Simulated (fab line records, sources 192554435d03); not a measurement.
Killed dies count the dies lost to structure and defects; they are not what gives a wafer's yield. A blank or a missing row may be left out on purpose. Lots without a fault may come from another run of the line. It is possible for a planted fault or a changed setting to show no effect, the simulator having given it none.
Matching of chambers -- flow n5 finfet -- rie diel-03 running N5_BEOL_M10_ETCH_66: 4 sister chambers
The step etches SOC in N2/H2, target depth 120 nm, overetch 24 nm, time 180 s. 8 wafers are shown with their chamber, then 9 later ones without.

== WAFERS PAIRED WITH THEIR CHAMBERS ==
wafer,chamber,drypump motor current A (A),throttle valve pct (%)
L080.2,3,5.1,18.00
L080.3,0,5.3,17.59
L085.1,3,5.1,18.02
L085.2,0,5.3,17.63
L085.3,1,5.8,17.67
L085.4,2,6.2,17.80
L085.5,1,5.7,17.68
L085.6,2,6.2,17.82

== WAFERS WHOSE CHAMBER IS MISSING ==
wafer,drypump motor current A (A),throttle valve pct (%)
L094.4,6.3,17.45
L094.5,5.3,17.69
L094.6,5.1,18.05
L097.1,5.8,17.74
L097.2,5.2,18.08
L097.3,6.3,17.48
L097.4,5.3,17.69
L097.5,5.1,18.07
L097.6,6.3,17.46

== EACH ONE'S CHAMBER ==
wafer,from the rows above,in truth
L094.4,can't be placed: 1 or 2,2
L094.5,0,0
L094.6,3,3
L097.1,1,1
L097.2,3,3
L097.3,can't be placed: 2 or 1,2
L097.4,0,0
L097.5,3,3
L097.6,can't be placed: 1 or 2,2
Correct placement for 6 of the 9. These rows do not allow placing 3 (true chamber among the candidates in 3). Number placed wrongly: 0.
How it was worked out, from the rows above alone: a wafer's distance from a chamber is the root of the sum, over the readings, of the square of ((its reading less the chamber's mean) divided by the reading's scatter). The wafer belongs to the nearest chamber; if the next one is less than 2 further off, it can't be placed. The mean given for a chamber averages the wafers shown for that chamber. The scatter: the root of (the sum of the squares of (reading less its chamber's mean) over the shown wafers, divided by (wafers less chambers)).
